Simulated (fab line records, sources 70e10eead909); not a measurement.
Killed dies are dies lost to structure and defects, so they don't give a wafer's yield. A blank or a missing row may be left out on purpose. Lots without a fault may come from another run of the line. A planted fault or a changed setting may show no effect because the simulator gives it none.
fab line records | flow nand_harc | part 1 of 2: steps 1 to 24 of 33
record lots=5 wafers=15 last_day=23
route steps=1159 shown A_SGD_CUT@747 A_SLIT@779
lots that met no fault: from a run of the same line without faults
start_h: hours from the record's first day to the start of the lot's first wafer shown | wait_h: hours since the lot's step before | " the same as in the row above | L1.1+2: a row that stands for several wafers | - no value, or no start given | * or withheld: withheld | < > ~ a bound
route shown NAME@n: a module of which the file shows steps, and the number in the route of the first | usual: mean/standard deviation of fault-free wafers | same: alike in all rows | chamber/n: place in a boat | sites: the reading at each site | _std_site: their standard deviation | _edge_site: outer sites' mean less inner sites' | radius_mm: how far each site lies from the wafer's centre | mask NAME#n: copy n | behind: the tool/chamber that last shaped the wafer | hold: why the lot was held/for how many hours/how that ended | device: the transistor (n, p or np) that didn't switch | end of line: the same wafers' tests at the end of the route | a step without rows: its recipe alone | killed: dies lost to structure and defects at the first sort, not the wafer's yield | map: a wafer's dies, x killed, . not, _ none there
set.NAME: the setting as run; set.NAME@STEP: as run at that earlier step | model.NAME: the simulator's own value behind a step, which no gauge read
lots at some steps of the route; a table a step, a row a wafer
services: from which hour (start_h, from the record's first day; less than 0 if before it) a tool's chamber was out of use, for how many hours, and why
## steps
# step NHARC_A_SGD_CUT_DEP_00
# recipe target_thk_a=500 temp_c=400 target_thk_nm=50 flow_sccm=200 rf_w=450 material=SiNx
# usual heater_power_w=723/86 susceptor_temp_C=399.99/0.19
# columns lot.wafer tool chamber start_h wait_h heater_power_w susceptor_temp_C
L076.3 pecvd-01 1 316.96 0.1 662 400.26
L076.2 " 0 " " 713 400.09
L076.5 " 1 " " 656 399.84
L081.3 pecvd-01 1 360.70 0.1 675 399.63
L081.2 " 2 " " 608 400.41
L081.6 " 0 " " 750 400.01
L084.3 pecvd-03 2 370.41 0.1 871 400.05
L084.4 " 1 " " 620 399.81
L084.5 " 0 " " 681 399.86
L090.1 pecvd-03 0 386.07 0.1 654 400.01
L090.4 " 1 " " 638 399.83
L090.5 " 2 " " 836 400.21
L092.1 pecvd-01 2 413.68 0.1 586 400.35
L092.2 " 1 " " 601 400.25
L092.4 " 1 " " 603 400.23
# step NHARC_A_SGD_CUT_DEHYDRATE_01
# recipe temp_c=150 time_s=120
# usual plate_temp_C=150.00/0.15
# columns lot.wafer tool chamber start_h wait_h plate_temp_C
L076.2 litho_track-01 0 317.26 0.2 150.15
L076.3 " 0 " " 149.92
L076.5 " 0 " " 149.99
L081.2 litho_track-04 0 360.94 0.2 149.87
L081.3 " 0 " " 149.96
L081.6 " 0 " " 149.83
L084.3 litho_track-01 0 370.65 0.2 149.86
L084.4 " 0 " " 149.91
L084.5 " 0 " " 149.85
L090.1 litho_track-04 0 386.34 0.2 150.03
L090.4 " 0 " " 150.04
L090.5 " 0 " " 149.77
L092.1 litho_track-01 0 413.95 0.2 150.37
L092.2 " 0 " " 149.96
L092.4 " 0 " " 150.52
# step NHARC_A_SGD_CUT_HMDS_02
# recipe time_s=30
# columns lot.wafer tool chamber start_h wait_h
L076.2+3+5 litho_track-01 0 - -
L081.2+3+6 litho_track-04 0 - -
L084.3+4+5 litho_track-01 0 - -
L090.1+4+5 litho_track-04 0 - -
L092.1+2+4 litho_track-01 0 - -
# step NHARC_A_SGD_CUT_COAT_56
# recipe temp_c=260 time_s=75
# usual plate_temp_C=259.98/0.16
# columns lot.wafer tool chamber start_h wait_h plate_temp_C
L076.2 litho_track-01 0 - - 259.90
L076.3 " 0 " " 260.24
L076.5 " 0 " " 260.12
L081.2 litho_track-04 0 - - 260.40
L081.3 " 0 " " 260.31
L081.6 " 0 " " 259.91
L084.3 litho_track-01 0 - - 259.85
L084.4 " 0 " " 259.88
L084.5 " 0 " " 259.96
L090.1 litho_track-04 0 - - 259.90
L090.4 " 0 " " 260.09
L090.5 " 0 " " 259.70
L092.1 litho_track-01 0 - - 260.19
L092.2 " 0 " " 259.98
L092.4 " 0 " " 260.07
# step NHARC_A_SGD_CUT_COAT_57
# recipe temp_c=225 time_s=65
# usual plate_temp_C=225.02/0.16
# columns lot.wafer tool chamber start_h wait_h plate_temp_C
L076.2 litho_track-01 0 - - 225.01
L076.3 " 0 " " 225.26
L076.5 " 0 " " 225.28
L081.2 litho_track-04 0 - - 224.93
L081.3 " 0 " " 224.69
L081.6 " 0 " " 224.90
L084.3 litho_track-01 0 - - 225.08
L084.4 " 0 " " 224.98
L084.5 " 0 " " 224.95
L090.1 litho_track-04 0 - - 224.85
L090.4 " 0 " " 224.87
L090.5 " 0 " " 224.87
L092.1 litho_track-01 0 - - 225.08
L092.2 " 0 " " 225.20
L092.4 " 0 " " 225.04
# step NHARC_A_SGD_CUT_COAT_03
# recipe spin_rpm=1500 resist_thk_nm=90
# columns lot.wafer tool chamber start_h wait_h
L076.2+3+5 litho_track-01 0 - -
L081.2+3+6 litho_track-04 0 - -
L084.3+4+5 litho_track-01 0 - -
L090.1+4+5 litho_track-04 0 - -
L092.1+2+4 litho_track-01 0 - -
# step NHARC_A_SGD_CUT_SOFTBAKE_04
# recipe temp_c=105 time_s=55
# usual plate_temp_C=104.99/0.15
# columns lot.wafer tool chamber start_h wait_h plate_temp_C
L076.2 litho_track-01 0 - - 105.01
L076.3 " 0 " " 104.92
L076.5 " 0 " " 105.18
L081.2 litho_track-04 0 - - 104.91
L081.3 " 0 " " 104.90
L081.6 " 0 " " 104.88
L084.3 litho_track-01 0 - - 104.87
L084.4 " 0 " " 104.71
L084.5 " 0 " " 104.93
L090.1 litho_track-04 0 - - 105.31
L090.4 " 0 " " 105.07
L090.5 " 0 " " 105.15
L092.1 litho_track-01 0 - - 105.05
L092.2 " 0 " " 105.07
L092.4 " 0 " " 104.89
# step NHARC_A_SGD_CUT_EBR_05
# columns lot.wafer tool chamber start_h wait_h
L076.2+3+5 litho_track-01 0 - -
L081.2+3+6 litho_track-04 0 - -
L084.3+4+5 litho_track-01 0 - -
L090.1+4+5 litho_track-04 0 - -
L092.1+2+4 litho_track-01 0 - -
# step NHARC_A_SGD_CUT_EXPOSE_06
# recipe na=1.35 dose_mj=85.59 mask_id=SGD
# columns lot.wafer tool chamber start_h wait_h mask
L076.2+3+5 arfi_scanner-01 0 317.66 - SGD#0
L081.2+3+6 arfi_scanner-01 0 361.26 - SGD#0
L084.3+4+5 arfi_scanner-02 0 370.97 - SGD#0
L090.1+4+5 arfi_scanner-01 0 386.52 - SGD#0
L092.1+2+4 arfi_scanner-03 0 414.26 - SGD#0
# step NHARC_A_SGD_CUT_PEB_07
# recipe peb_temp_c=100 peb_time_s=65
# usual plate_temp_C=99.98/0.11
# columns lot.wafer tool chamber start_h wait_h plate_temp_C
L076.2 litho_track-06 0 317.71 0.1 100.04
L076.3 " 0 " " 99.84
L076.5 " 0 " " 100.24
L081.2 litho_track-06 0 361.31 0.1 100.07
L081.3 " 0 " " 100.04
L081.6 " 0 " " 100.08
L084.3 litho_track-06 0 371.02 0.0 99.98
L084.4 " 0 " " 99.98
L084.5 " 0 " " 99.88
L090.1 litho_track-06 0 386.58 0.1 100.16
L090.4 " 0 " " 100.16
L090.5 " 0 " " 100.25
L092.1 litho_track-01 0 414.32 0.1 100.04
L092.2 " 0 " " 100.01
L092.4 " 0 " " 100.04
# step NHARC_A_SGD_CUT_DEVELOP_08
# recipe develop_time_s=35 dev_temp_c=23
# columns lot.wafer tool chamber start_h wait_h
L076.2+3+5 litho_track-06 0 - -
L081.2+3+6 litho_track-06 0 - -
L084.3+4+5 litho_track-06 0 - -
L090.1+4+5 litho_track-06 0 - -
L092.1+2+4 litho_track-01 0 - -
# step NHARC_A_SGD_CUT_CD_MEAS_09
# recipe target_cd_nm=100 landing_energy_ev=500
# usual cd_nm=99.8/0.82
# columns lot.wafer tool chamber start_h wait_h cd_nm
L076.2 cd_sem-01 0 317.79 - 98.7
L076.3 " 0 " " 99.3
L076.5 " 0 " " 99.2
L081.2 cd_sem-01 0 361.39 - 98.8
L081.3 " 0 " " 99.7
L081.6 " 0 " " 98.9
L084.3 cd_sem-02 0 371.11 - 98.8
L084.4 " 0 " " 98.9
L084.5 " 0 " " 98.8
L090.1 cd_sem-02 0 386.66 - 99.8
L090.4 " 0 " " 100.2
L090.5 " 0 " " 100.6
L092.1 cd_sem-01 0 414.41 - 100.9
L092.2 " 0 " " 100.4
L092.4 " 0 " " 100.5
# step NHARC_A_SGD_CUT_OVL_MEAS_10
# usual overlay_x_nm=-0.3/0.9 overlay_y_nm=-0.1/0.89
# columns lot.wafer tool chamber start_h wait_h overlay_x_nm overlay_y_nm
L076.2 overlay-02 - 317.88 - -0.9 0.4
L076.3 " - " " -1.3 0.5
L076.5 " - " " -0.7 0.3
L081.2 overlay-01 - 361.48 - 0.2 -0.2
L081.3 " - " " 0.0 -0.8
L081.6 " - " " -0.1 -0.5
L084.3 overlay-02 - 371.19 - -0.8 -1.4
L084.4 " - " " -1.0 -1.4
L084.5 " - " " -0.7 -1.7
L090.1 overlay-01 - 386.75 - 0.3 1.7
L090.4 " - " " 0.4 1.3
L090.5 " - " " -0.6 1.5
L092.1 overlay-01 - 414.50 - 0.5 0.2
L092.2 " - " " 0.3 0.0
L092.4 " - " " 0.4 0.2
# step NHARC_A_SGD_CUT_INSPECT_11
# usual raw_defect_count=18/11
# columns lot.wafer tool chamber start_h wait_h raw_defect_count
L076.2 defect_inspect-01 - 317.92 0.0 21
L076.3 " - " " 16
L076.5 " - " " 28
L081.2 defect_inspect-02 - 361.52 0.0 25
L081.3 " - " " 30
L081.6 " - " " 17
L084.3 defect_inspect-02 - 371.24 0.1 8
L084.4 " - " " 4
L084.5 " - " " 9
L090.1 defect_inspect-02 - 386.79 0.0 38
L090.4 " - " " 38
L090.5 " - " " 39
L092.1 defect_inspect-01 - 414.53 0.0 10
L092.2 " - " " 8
L092.4 " - " " 11
# step NHARC_A_SGD_CUT_DESCUM_14
# recipe time_s=3 o2_flow_sccm=200 ar_flow_sccm=0 bias_power_w=0 chemistry=O2
# usual drypump_motor_current_A=5.6/0.33 oes_product_au=0.997/0.011 rf_vpp_V=57.8/0.89 showerhead_plenum_p_Torr=1.92/0.077 throttle_valve_pct=11.312/0.0096
# columns lot.wafer tool chamber start_h wait_h drypump_motor_current_A oes_product_au rf_hours_counter_h rf_vpp_V showerhead_plenum_p_Torr throttle_valve_pct
L076.2 rie_diel-11 2 317.98 0.1 6.0 1.011 7 57.8 1.78 11.314
L076.3 " 1 " " 5.6 1.016 9 60.0 2.05 11.314
L076.5 " 3 " " 5.8 1.006 - 58.9 1.83 11.314
L081.2 rie_diel-04 3 361.59 0.1 5.8 1.009 6 56.4 1.94 11.324
L081.3 " 0 " " 6.2 0.996 5 58.9 2.05 11.313
L081.6 " 1 " " 5.7 0.995 - 59.2 1.94 11.313
L084.3 rie_diel-01 0 371.31 0.1 5.3 1.003 5 57.4 1.98 11.310
L084.4 " 2 " " 5.4 0.985 5 58.7 1.90 11.306
L084.5 " 0 " " 5.3 0.992 - 58.6 1.98 11.310
L090.1 rie_diel-11 0 386.85 0.1 5.6 0.991 0 57.6 1.96 11.311
L090.4 " 1 " " 5.6 0.995 0 57.9 2.05 11.299
L090.5 " 0 " " 5.6 0.994 - 59.2 1.96 11.313
L092.4 rie_diel-04 1 414.59 0.1 5.7 0.986 11 56.9 1.94 11.295
L092.2 " 3 " " 5.8 0.986 11 59.2 1.94 11.319
L092.1 " 0 " " 6.2 0.998 11 59.8 2.05 11.313
# step NHARC_A_SGD_CUT_ETCH_58
# recipe target_depth_a=390 over_etch_frac=0.3 time_s=65 ion_energy_ev=80 cf4_flow_sccm=150 ar_flow_sccm=0 rf_w=300 bias_w=100 chemistry=CF4
# usual drypump_motor_current_A=5.6/0.33 oes_product_au=0.998/0.01 rf_vpp_V=151.4/1.1 showerhead_plenum_p_Torr=1.78/0.069 throttle_valve_pct=13.284/0.0095
# columns lot.wafer tool chamber start_h wait_h drypump_motor_current_A oes_product_au rf_hours_counter_h rf_vpp_V showerhead_plenum_p_Torr throttle_valve_pct
L076.2 rie_diel-11 2 318.21 0.2 6.0 1.007 7 149.4 1.66 13.294
L076.3 " 0 " " 5.6 0.990 7 152.8 1.81 13.292
L076.5 " 2 " " 6.0 1.003 - 150.7 1.66 13.287
L081.3 rie_diel-04 1 361.66 0.1 5.7 0.981 5 151.0 1.80 13.278
L081.2 " 2 " " 5.4 1.000 5 151.2 1.80 13.295
L081.6 " 2 " " 5.4 1.005 - 152.9 1.80 13.283
L084.4 rie_diel-01 0 371.39 0.1 5.3 0.999 5 151.8 1.82 13.276
L084.3 " 1 " " 5.7 0.983 5 151.1 1.82 13.283
L084.5 " 1 " " 5.7 0.992 - 152.6 1.82 13.290
L090.4 rie_diel-11 0 386.93 0.1 5.6 0.995 0 150.6 1.81 13.277
L090.1 " 2 " " 6.0 1.005 0 150.1 1.66 13.290
L090.5 " 0 " " 5.6 0.999 - 151.7 1.81 13.263
L092.4 rie_diel-04 2 414.68 0.1 5.4 1.002 11 151.1 1.79 13.273
L092.2 " 0 " " 6.2 0.996 11 152.5 1.89 13.277
L092.1 " 1 " " 5.7 0.990 11 151.0 1.79 13.284
# step NHARC_A_SGD_CUT_ETCH_59
# recipe target_depth_a=2600 over_etch_frac=0.25 time_s=406.25 ion_energy_ev=200 n2_flow_sccm=150 h2_flow_sccm=150 ar_flow_sccm=0 rf_w=400 bias_w=150 chemistry=N2/H2
# usual drypump_motor_current_A=5.6/0.33 oes_product_au=0.997/0.011 rf_vpp_V=430.9/2.6 showerhead_plenum_p_Torr=2.06/0.088 throttle_valve_pct=14.171/0.0082
# columns lot.wafer tool chamber start_h wait_h drypump_motor_current_A oes_product_au rf_hours_counter_h rf_vpp_V showerhead_plenum_p_Torr throttle_valve_pct
L076.3 rie_diel-11 2 - - 6.0 1.013 8 425.1 1.90 14.171
L076.2 " 3 " " 5.7 1.014 9 426.7 1.95 14.163
L076.5 " 1 " " 5.6 1.019 - 434.5 2.19 14.168
L081.2 rie_diel-04 2 - - 5.4 1.013 5 431.9 2.08 14.171
L081.3 " 1 " " 5.7 0.989 5 430.9 2.07 14.170
L081.6 " 3 " " 5.8 1.010 - 430.7 2.07 14.170
L084.3 rie_diel-01 1 - - 5.7 0.983 5 432.0 2.10 14.156
L084.4 " 0 " " 5.3 0.985 5 432.6 2.11 14.186
L084.5 " 1 " " 5.7 0.979 - 432.5 2.10 14.177
L090.4 rie_diel-11 0 - - 5.7 0.983 0 431.8 2.09 14.164
L090.1 " 1 " " 5.6 0.990 0 434.7 2.19 14.178
L090.5 " 2 " " 6.0 0.994 - 426.0 1.90 14.185
L092.2 rie_diel-04 2 - - 5.4 0.995 11 431.6 2.07 14.154
L092.4 " 3 " " 5.8 1.001 11 431.4 2.07 14.167
L092.1 " 0 " " 6.2 0.989 11 433.8 2.19 14.171
# step NHARC_A_SGD_CUT_ETCH_15
# recipe target_depth_a=750 time_s=64.3 ch3f_flow_sccm=50 o2_flow_sccm=30 ar_flow_sccm=200 rf_w=500 bias_w=100 chemistry=CH3F/O2
# usual drypump_motor_current_A=5.6/0.32 oes_product_au=0.959/0.016 rf_vpp_V=264.2/1.6 showerhead_plenum_p_Torr=2.48/0.096 throttle_valve_pct=20.662/0.0098
# columns lot.wafer tool chamber start_h wait_h drypump_motor_current_A oes_product_au rf_hours_counter_h rf_vpp_V showerhead_plenum_p_Torr throttle_valve_pct
L076.3 rie_diel-11 1 - - 5.6 0.968 9 265.9 2.63 20.673
L076.2 " 2 " " 6.0 0.960 8 260.7 2.30 20.666
L076.5 " 0 " " 5.7 0.961 - 264.2 2.52 20.663
L081.3 rie_diel-04 0 - - 6.2 0.980 5 267.0 2.63 20.649
L081.2 " 3 " " 5.8 0.970 6 265.1 2.49 20.665
L081.6 " 1 " " 5.7 0.949 - 264.1 2.50 20.672
L084.3 rie_diel-01 0 - - 5.3 0.953 5 265.2 2.54 20.657
L084.4 " 1 " " 5.7 0.965 6 262.2 2.53 20.659
L084.5 " 1 " " 5.7 0.961 - 264.5 2.53 20.665
L090.4 rie_diel-11 0 - - 5.7 0.954 0 264.2 2.51 20.662
L090.1 " 2 " " 6.1 0.984 1 261.5 2.29 20.656
L090.5 " 1 " " 5.6 0.962 - 265.8 2.63 20.643
L092.2 rie_diel-04 1 - - 5.7 0.949 11 264.6 2.50 20.678
L092.4 " 3 " " 5.8 0.972 11 263.5 2.49 20.675
L092.1 " 0 " " 6.2 0.977 11 267.0 2.63 20.650
# step NHARC_A_SGD_CUT_ETCH_16
# recipe target_depth_a=3105 time_s=155.2 c4f8_flow_sccm=withheld o2_flow_sccm=8 ar_flow_sccm=withheld rf_w=600 bias_w=800 chemistry=C4F8/O2/Ar
# usual oes_product_au=0.970/0.014 rf_vpp_V=724/4.1
# columns lot.wafer tool chamber start_h wait_h oes_product_au rf_hours_counter_h rf_vpp_V
L076.2 rie_diel-11 3 - - 0.975 9 720
L076.3 " 2 " " 0.965 8 717
L076.5 " 3 " " 0.979 - 720
L081.2 rie_diel-04 2 - - 0.979 6 724
L081.3 " 0 " " 0.985 5 730
L081.6 " 1 " " 0.966 - 724
L084.3 rie_diel-01 1 - - 0.970 6 726
L084.4 " 0 " " 0.957 5 725
L084.5 " 2 " " 0.978 - 723
L090.1 rie_diel-11 2 - - 0.988 1 717
L090.4 " 0 " " 0.970 0 724
L090.5 " 1 " " 0.980 - 730
L092.1 rie_diel-04 0 - - 0.970 11 730
L092.4 " 1 " " 0.966 11 724
L092.2 " 2 " " 0.977 11 724
# step NHARC_A_SGD_CUT_STRIP_60
# recipe c4f8_flow_sccm=withheld o2_flow_sccm=8 ar_flow_sccm=withheld bias_w=0 chemistry=C4F8/O2/Ar
# columns lot.wafer tool chamber start_h wait_h
L076.2+3+5 rie_diel-11 2,0,1 - -
L081.2+3+6 rie_diel-04 1,3,1 - -
L084.3+4+5 rie_diel-01 3,0,3 - -
L090.1+5+4 rie_diel-11 2,1,2 - -
L092.4+1+2 rie_diel-04 2,3,0 - -
# step NHARC_A_SGD_CUT_STRIP_17
# recipe o2_flow_sccm=500 ar_flow_sccm=0 bias_w=0 chemistry=O2
# usual drypump_motor_current_A=5.6/0.32 oes_product_au=0.995/0.01 rf_vpp_V=57.7/0.93 showerhead_plenum_p_Torr=3.56/0.14 throttle_valve_pct=17.035/0.0089
# columns lot.wafer tool chamber start_h wait_h drypump_motor_current_A oes_product_au rf_hours_counter_h rf_vpp_V showerhead_plenum_p_Torr throttle_valve_pct
L076.2 rie_diel-11 3 - - 5.8 1.012 9 58.4 3.38 17.031
L076.3 " 1 " " 5.6 1.009 9 58.6 3.77 17.033
L076.5 " 3 " " 5.8 1.018 - 58.3 3.38 17.052
L081.2 rie_diel-04 3 - - 5.8 0.996 6 59.8 3.58 17.039
L081.3 " 1 " " 5.7 0.986 6 57.5 3.58 17.047
L081.6 " 3 " " 5.8 0.989 - 56.6 3.58 17.032
L084.3 rie_diel-01 1 - - 5.7 0.971 6 56.9 3.63 17.039
L084.4 " 3 " " 4.9 0.974 5 59.0 3.39 17.031
L084.5 " 1 " " 5.7 0.976 - 57.7 3.63 17.041
L090.1 rie_diel-11 1 - - 5.6 0.994 1 58.6 3.77 17.051
L090.5 " 3 " " 5.8 1.004 - 56.2 3.38 17.022
L090.4 " 1 " " 5.6 0.996 - 57.6 3.77 17.030
L092.1 rie_diel-04 3 - - 5.8 0.977 12 58.2 3.58 17.029
L092.2 " 0 " " 6.2 0.997 11 57.6 3.76 17.037
L092.4 " 1 " " 5.7 0.981 11 58.4 3.58 17.045
# step NHARC_A_SGD_CUT_PRECLEAN_18
# recipe time_s=* temp_c=50 bath_age_min=0 chemistry=SC1
# usual diw_flow_mL_min=1415/4.3 h2o2_flow_mL_min=56.60/0.15 sc1_h2o2_end_mol_l=0.3698/0.00071 temp_c=49.99/0.11
# columns lot.wafer tool chamber start_h wait_h diw_flow_mL_min h2o2_flow_mL_min sc1_h2o2_end_mol_l temp_c
L076.2 wet_bench-05 7 319.15 - 1415 56.50 0.3702 49.99
L076.3 " 0 " " 1407 56.71 0.3707 49.87
L076.5 " 4 " " 1409 56.36 0.3693 50.20
L081.3 wet_bench-09 2 362.57 - 1422 56.61 0.3703 50.11
L081.2 " 3 " " 1413 57.11 0.3694 50.18
L081.6 " 4 " " 1419 56.85 0.3696 49.99
L084.4 wet_bench-09 3 372.29 - 1414 56.68 0.3703 49.95
L084.3 " 4 " " 1419 56.39 0.3699 49.92
L084.5 " 0 " " 1410 56.64 0.3700 50.16
L090.4 wet_bench-09 7 387.95 - 1422 56.68 0.3700 49.98
L090.1 " 3 " " 1411 56.47 0.3693 50.23
L090.5 " 4 " " 1411 56.62 0.3700 50.05
L092.2 wet_bench-05 0 415.57 - 1420 56.67 0.3699 50.17
L092.4 " 2 " " 1420 56.79 0.3695 49.94
L092.1 " 3 " " 1418 56.78 0.3698 50.02
# step NHARC_A_SGD_CUT_SRD_19
# columns lot.wafer tool chamber start_h wait_h
L076.2+3+5 wet_bench-05 7,0,4 - -
L081.3+2+6 wet_bench-09 2,3,4 - -
L084.4+3+5 wet_bench-09 3,4,0 - -
L090.4+1+5 wet_bench-09 7,3,4 - -
L092.2+4+1 wet_bench-05 0,2,3 - -
# step NHARC_A_SGD_CUT_DEP_20
# recipe target_thk_a=1500 temp_c=65 material=SiO2
# usual susceptor_temp_C=65.00/0.14
# columns lot.wafer tool chamber start_h wait_h susceptor_temp_C
L076.2 fcvd-02 0 319.32 - 65.05
L076.3 " 1 " " 64.99
L076.5 " 0 " " 64.93
L081.2 fcvd-02 0 362.73 - 65.09
L081.3 " 1 " " 65.11
L081.6 " 0 " " 65.08
L084.3 fcvd-01 0 372.55 - 64.97
L084.4 " 0 " " 65.20
L084.5 " 0 " " 65.05
L090.1 fcvd-01 0 388.12 - -
L090.4 " 1 " " -
L090.5 " 1 " " -
L092.1 fcvd-02 1 415.70 - 64.86
L092.2 " 0 " " 64.86
L092.4 " 0 " " 64.81
